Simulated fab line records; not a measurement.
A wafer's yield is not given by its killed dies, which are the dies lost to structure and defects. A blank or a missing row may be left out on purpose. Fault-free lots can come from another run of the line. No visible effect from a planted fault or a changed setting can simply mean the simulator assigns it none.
Comparing a struck lot with a sound one + flow nand harc + 42 out of 1159 route steps
Sound: wafers L267.1, L267.2, L267.3. Struck: wafer L289.3. (L289.1, L289.5 of the same lot were not struck and are left out.) The cause comes at the end.
Order at every step that has rows: each side's tool, ch and its chambers, its first start. Under that, the readings that differ: sound wafers + struck wafers + difference of the means + sigmas: that difference in standard deviations of wafers without a fault.
alike: readings with means less than 2 such deviations apart, plus words and numbers identical on both sides. not compared: withheld readings, readings lacking a value on some wafer, bounds such as >300 that could conceal the same value, and numbers that have no deviation in the record and whose values overlap.
Wherever a step has rows on one side only, a row that says differs or no value, or a row with sigmas, the two part there. When numbers do not overlap yet have no deviation, they are printed without sigmas and do not part them. A reading missing from all wafers of one side parts the sides only when that side holds two or more wafers.

first, 2 steps without rows for these wafers: NHARC_A_CONTACT_ETCH_51 (etches the open film in O2/COS, target depth 3600 nm, time 936 s); NHARC_A_CONTACT_ETCH_111 (etches the open film in C4F8/O2/Ar, time 140 s, target depth 700 nm).
NHARC_A_CONTACT_ETCH_112: etches the open film in C4F8/O2/Ar, time 94 s, target depth 922 nm.
  sound on har cap etch-03 ch 0,1, day 15 22:49; struck on har cap etch-03 ch 0, day 22 01:35
  not compared: rf hours counter h
then, 7 steps without rows for these wafers: NHARC_A_CONTACT_ETCH_113 (etches the open film in C4F8/O2/Ar, time 94 s, target depth 922 nm); NHARC_A_CONTACT_ETCH_114 (etches the open film in C4F8/O2/Ar, time 94 s, target depth 922 nm); NHARC_A_CONTACT_ETCH_115 (etches the open film in C4F8/O2/Ar, time 94 s, target depth 922 nm); NHARC_A_CONTACT_ETCH_116 (etches the open film in C4F8/O2/Ar, time 94 s, target depth 922 nm); NHARC_A_CONTACT_ETCH_117 (etches the open film in C4F8/O2/Ar, time 94 s, target depth 922 nm); NHARC_A_CONTACT_ETCH_118 (etches the open film in C4F8/O2/Ar, time 94 s, target depth 922 nm); NHARC_A_CONTACT_ETCH_119 (etches the open film in C4F8/O2/Ar, time 94 s, target depth 922 nm).
NHARC_A_CONTACT_ETCH_120: etches the open film in C4F8/O2/Ar, time 94 s, target depth 922 nm.
  sound on har cap etch-03 ch 0,1, day 15 23:32; struck on har cap etch-03 ch 0, day 22 02:34
  not compared: rf hours counter h
NHARC_A_CONTACT_ETCH_121: etches the open film in C4F8/O2/Ar, time 94 s, target depth 922 nm.
  sound on har cap etch-03 ch 0,1, day 15 23:38; struck on har cap etch-03 ch 0, day 22 02:41
  not compared: rf hours counter h
NHARC_A_CONTACT_ETCH_122: etches the open film in C4F8/O2/Ar, time 95 s, target depth 930 nm.
  sound on har cap etch-03 ch 0,1, day 15 23:43; struck on har cap etch-03 ch 0, day 22 02:49
  not compared: rf hours counter h
then, 3 steps without rows for these wafers: NHARC_A_CONTACT_ETCH_123 (etches the open film in C4F8/O2/Ar, time 253 s, target depth 1090 nm); NHARC_A_CONTACT_ETCH_90 (etches the open film in CH3F/O2, target depth 40 nm, time 85.7 s); NHARC_A_CONTACT_ETCH_96 (etches the open film in C4F6/O2, target depth 20 nm, time 10 s).
NHARC_A_CONTACT_CD_MEAS_53:
  sound on cd sem-01, day 16 00:44; struck on cd sem-03, day 22 03:51
  alike: cd nm
then, 3 steps without rows for these wafers: NHARC_A_CONTACT_STRIP_99 (strips in N2/H2); NHARC_A_CONTACT_STRIP_100 (strips in CF4/CHF3); NHARC_A_CONTACT_STRIP_101 (strips in O2/COS).
NHARC_A_CONTACT_ETCH_102: etches the open film in CF4/O2, target depth 70 nm, overetch 7 nm, time 38.5 s.
  sound on rie diel-04 ch 0,2,3, day 16 01:16; struck on rie diel-01 ch 0, day 22 04:11
| reading                | sound    | struck | difference | sigmas |
|------------------------|----------|--------|------------|--------|
| rf hours counter h (h) | 26 24 22 | 2      | -22        |        |
  alike: cf4 flow sccm, drypump motor current A, oes product au, rf vpp V, showerhead plenum p Torr, throttle valve pct
then, 14 steps without rows for these wafers: NHARC_A_CONTACT_STRIP_55 (strips in O2); NHARC_A_CONTACT_STRIP_56 (strips in post etch residue remover, time 600 s); NHARC_A_CONTACT_DEP_57 (deposits aC, target thk 2800 nm); NHARC_A_CONTACT_DEP_58 (deposits SiON, target thk 60 nm); NHARC_A_CONTACT_DEHYDRATE_59 (time 120 s); NHARC_A_CONTACT_HMDS_60 (time 30 s); NHARC_A_CONTACT_COAT_61 (time 75 s); NHARC_A_CONTACT_COAT_62 (time 65 s); NHARC_A_CONTACT_COAT_63 (resist thk 90 nm); NHARC_A_CONTACT_SOFTBAKE_64 (time 55 s); NHARC_A_CONTACT_EBR_65; NHARC_A_CONTACT_EXPOSE_66 (exposes mask A CC 2); NHARC_A_CONTACT_PEB_67 (peb time 65 s); NHARC_A_CONTACT_DEVELOP_68 (develop time 35 s).
NHARC_A_CONTACT_CD_MEAS_69: the cd target is 200 nm.
  sound on cd sem-03 ch 0, day 16 07:02; struck on cd sem-01 ch 0, day 22 07:28
  alike: cd nm
NHARC_A_CONTACT_OVL_MEAS_70:
  sound on overlay-01, day 16 07:07; struck on overlay-01, day 22 07:33
  alike: overlay x nm, overlay y nm
then, 1 step without rows for these wafers: NHARC_A_CONTACT_DESCUM_74 (chemistry O2, time 3 s).
NHARC_A_CONTACT_ETCH_75: etches the open film in CF4, target depth 39 nm, time 65 s.
  sound on rie diel-03 ch 0,1,3, day 16 07:19; struck on rie diel-04 ch 3, day 22 07:44
| reading                | sound                | struck | difference | sigmas |
|------------------------|----------------------|--------|------------|--------|
| rf hours counter h (h) | 56 55 54             | 12     | -43        |        |
| throttle valve pct (%) | 13.279 13.285 13.274 | 13.298 | +0.019     | +2     |
  alike: cf4 flow sccm, drypump motor current A, oes product au, rf vpp V, showerhead plenum p Torr
then, 2 steps without rows for these wafers: NHARC_A_CONTACT_ETCH_76 (etches the open film in N2/H2, target depth 260 nm, time 475.3 s); NHARC_A_CONTACT_ETCH_77 (etches the open film in CF4/CHF3, target depth 72.6 nm, time 36.3 s).
-- break in the record here, with 3 days between the starts of the struck wafers on either side (left off in module A_CONTACT, picked up again in module END, where the first step shown is number 1159 on the route) --
NHARC_END_SORT_01:
  only the struck wafers appear in the record here, on prober-01 ch 0 at day 24 22:05; the sound ones have no rows

== WHERE THEY PART ==
Last at NHARC_END_SORT_01 as far as this record goes, first at NHARC_A_CONTACT_ETCH_75.

WHY: whatever the simulator had introduced
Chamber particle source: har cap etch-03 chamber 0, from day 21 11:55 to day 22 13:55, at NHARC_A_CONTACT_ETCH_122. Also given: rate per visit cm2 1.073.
